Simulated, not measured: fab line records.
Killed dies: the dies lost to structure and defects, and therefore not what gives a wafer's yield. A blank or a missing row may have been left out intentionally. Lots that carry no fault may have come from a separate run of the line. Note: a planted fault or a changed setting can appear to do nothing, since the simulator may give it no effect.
Split-lot trial / flow n5 finfet / 21 wafers read across 7 lots, on a route 1938 steps long

== THE SPLIT ==
At N5_DUMMY_GATE_COAT_09 (resist thk 30 nm), the setting spin rpm was moved away from the recipe's 1500 rpm on 9 of the 21 wafers read, by -9.6% to +11.0%. This setting was run at the recipe's value on the other wafers.

== FROM THE SPLIT TO THE READING: what the file shows between them, 2 steps ==
- N5_DUMMY_GATE_EBR_11
- N5_DUMMY_GATE_SOFTBAKE_10: time 60 s

== THE READING ==
CAR-EUV_of_DUMMY_GATE_COAT_09.thk nm (the simulator's own value, which no gauge read), in nm, at N5_DUMMY_GATE_DESCUM_20 (chemistry O2, time 6.2 s). No usual value for it is given in the file. The 12 wafers here that ran the recipe average 26.4 nm, standard deviation 0.075 nm.

wafer=L075.4; tool, chamber at the split=litho track-05, 0; spin rpm as run, rpm=1657; against the recipe=+10.5%; CAR-EUV_of_DUMMY_GATE_COAT_09.thk nm, nm=25; against lot-mates on the recipe=-1.4
wafer=L075.5; tool, chamber at the split=litho track-05, 0; spin rpm as run, rpm=1657; against the recipe=+10.5%; CAR-EUV_of_DUMMY_GATE_COAT_09.thk nm, nm=25; against lot-mates on the recipe=-1.4
wafer=L075.6; tool, chamber at the split=litho track-05, 0; spin rpm as run, rpm=1500; against the recipe=recipe; CAR-EUV_of_DUMMY_GATE_COAT_09.thk nm, nm=26.4; against lot-mates on the recipe=-
wafer=L076.2; tool, chamber at the split=litho track-02, 0; spin rpm as run, rpm=1356; against the recipe=-9.6%; CAR-EUV_of_DUMMY_GATE_COAT_09.thk nm, nm=27.8; against lot-mates on the recipe=+1.4
wafer=L076.3; tool, chamber at the split=litho track-02, 0; spin rpm as run, rpm=1500; against the recipe=recipe; CAR-EUV_of_DUMMY_GATE_COAT_09.thk nm, nm=26.4; against lot-mates on the recipe=-
wafer=L076.5; tool, chamber at the split=litho track-02, 0; spin rpm as run, rpm=1356; against the recipe=-9.6%; CAR-EUV_of_DUMMY_GATE_COAT_09.thk nm, nm=28; against lot-mates on the recipe=+1.6
wafer=L077.2; tool, chamber at the split=litho track-02, 0; spin rpm as run, rpm=1500; against the recipe=recipe; CAR-EUV_of_DUMMY_GATE_COAT_09.thk nm, nm=26.6; against lot-mates on the recipe=-
wafer=L077.3; tool, chamber at the split=litho track-02, 0; spin rpm as run, rpm=1500; against the recipe=recipe; CAR-EUV_of_DUMMY_GATE_COAT_09.thk nm, nm=26.6; against lot-mates on the recipe=-
wafer=L077.6; tool, chamber at the split=litho track-02, 0; spin rpm as run, rpm=1500; against the recipe=recipe; CAR-EUV_of_DUMMY_GATE_COAT_09.thk nm, nm=26.4; against lot-mates on the recipe=-
wafer=L080.2; tool, chamber at the split=litho track-05, 0; spin rpm as run, rpm=1665; against the recipe=+11.0%; CAR-EUV_of_DUMMY_GATE_COAT_09.thk nm, nm=25; against lot-mates on the recipe=-1.4
wafer=L080.3; tool, chamber at the split=litho track-05, 0; spin rpm as run, rpm=1500; against the recipe=recipe; CAR-EUV_of_DUMMY_GATE_COAT_09.thk nm, nm=26.4; against lot-mates on the recipe=-
wafer=L080.5; tool, chamber at the split=litho track-05, 0; spin rpm as run, rpm=1665; against the recipe=+11.0%; CAR-EUV_of_DUMMY_GATE_COAT_09.thk nm, nm=24.8; against lot-mates on the recipe=-1.6
wafer=L087.1; tool, chamber at the split=litho track-05, 0; spin rpm as run, rpm=1369; against the recipe=-8.7%; CAR-EUV_of_DUMMY_GATE_COAT_09.thk nm, nm=27.8; against lot-mates on the recipe=+1.4
wafer=L087.3; tool, chamber at the split=litho track-05, 0; spin rpm as run, rpm=1500; against the recipe=recipe; CAR-EUV_of_DUMMY_GATE_COAT_09.thk nm, nm=26.4; against lot-mates on the recipe=-
wafer=L087.4; tool, chamber at the split=litho track-05, 0; spin rpm as run, rpm=1500; against the recipe=recipe; CAR-EUV_of_DUMMY_GATE_COAT_09.thk nm, nm=26.4; against lot-mates on the recipe=-
wafer=L092.4; tool, chamber at the split=litho track-04, 0; spin rpm as run, rpm=1500; against the recipe=recipe; CAR-EUV_of_DUMMY_GATE_COAT_09.thk nm, nm=26.4; against lot-mates on the recipe=-
wafer=L092.5; tool, chamber at the split=litho track-04, 0; spin rpm as run, rpm=1500; against the recipe=recipe; CAR-EUV_of_DUMMY_GATE_COAT_09.thk nm, nm=26.4; against lot-mates on the recipe=-
wafer=L092.6; tool, chamber at the split=litho track-04, 0; spin rpm as run, rpm=1500; against the recipe=recipe; CAR-EUV_of_DUMMY_GATE_COAT_09.thk nm, nm=26.4; against lot-mates on the recipe=-
wafer=L097.1; tool, chamber at the split=litho track-05, 0; spin rpm as run, rpm=1587; against the recipe=+5.8%; CAR-EUV_of_DUMMY_GATE_COAT_09.thk nm, nm=25.4; against lot-mates on the recipe=-1.0
wafer=L097.6; tool, chamber at the split=litho track-05, 0; spin rpm as run, rpm=1587; against the recipe=+5.8%; CAR-EUV_of_DUMMY_GATE_COAT_09.thk nm, nm=25.4; against lot-mates on the recipe=-1.0
wafer=L097.4; tool, chamber at the split=litho track-05, 0; spin rpm as run, rpm=1500; against the recipe=recipe; CAR-EUV_of_DUMMY_GATE_COAT_09.thk nm, nm=26.4; against lot-mates on the recipe=-

THE FIT
A straight line over all 21 wafers: CAR-EUV_of_DUMMY_GATE_COAT_09.thk nm changes by -0.147 nm for each +1% of spin rpm; r = -0.99; the points scatter about the line by 0.11 nm.
The same after taking each lot's own level away (the mean of its wafers on the recipe; 21 wafers): -0.146 nm for each +1%; r = -0.99; scatter 0.1 nm.
Per that fit: largest spin rpm move, reading shift of 1.6 nm.
From 26.40 to 26.53 nm: that is the span of the lots' own levels, equal to 1.8 times the standard deviation above.
The two slopes are in agreement: the lot-to-lot level therefore moves the slope only a little.
Check: with one of the wafers moved furthest among these (+11.0%) left out of the fit, the line predicts -1.63 nm for it against its lot-mates. Against them it came out at -1.4 nm.

== FURTHER SPLITS ON THESE WAFERS ==
Note: prior to the reading, these wafers also went through further splits. Each is held against what the fit with the lots' levels taken away leaves over:
other split on the same wafers=N5_ZERO_LAYER_PECVD_02 time s; wafers away from the commonest value=4; r with CAR-EUV_of_DUMMY_GATE_COAT_09.thk nm (lot level and that fit taken away)=+0.11
other split on the same wafers=N5_ZERO_LAYER_COAT_05 spin rpm; wafers away from the commonest value=10; r with CAR-EUV_of_DUMMY_GATE_COAT_09.thk nm (lot level and that fit taken away)=+0.13
other split on the same wafers=N5_ZERO_LAYER_ETCH_18 bias w; wafers away from the commonest value=10; r with CAR-EUV_of_DUMMY_GATE_COAT_09.thk nm (lot level and that fit taken away)=+0.33
other split on the same wafers=N5_WELL_APT_COAT_02 spin rpm; wafers away from the commonest value=5; r with CAR-EUV_of_DUMMY_GATE_COAT_09.thk nm (lot level and that fit taken away)=-0.29
other split on the same wafers=N5_FIN_SAQP_EXPOSE_13 dose mj; wafers away from the commonest value=6; r with CAR-EUV_of_DUMMY_GATE_COAT_09.thk nm (lot level and that fit taken away)=-0.12
other split on the same wafers=N5_FIN_SAQP_ETCH_52 source w; wafers away from the commonest value=10; r with CAR-EUV_of_DUMMY_GATE_COAT_09.thk nm (lot level and that fit taken away)=-0.14

== THE WHOLE CHAIN: every reading that the file lists as answering this split, in the file's order ==
step=N5_DUMMY_GATE_COAT_09; what it does=resist thk 30 nm; reading=CAR-EUV_of_DUMMY_GATE_COAT_09.thk nm (the simulator's own value, which no gauge read); change (the file's fit)=-0.141 nm for each +1% of the setting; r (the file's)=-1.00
step=N5_DUMMY_GATE_DESCUM_20; what it does=chemistry O2, time 6.2 s; reading=CAR-EUV_of_DUMMY_GATE_COAT_09.thk nm (the simulator's own value, which no gauge read); change (the file's fit)=-0.147 nm for each +1% of the setting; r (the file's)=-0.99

== THE FILE'S OWN FIT ==
CAR-EUV_of_DUMMY_GATE_COAT_09.thk nm changes by -0.147 nm for each +1% of spin rpm, r = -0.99.
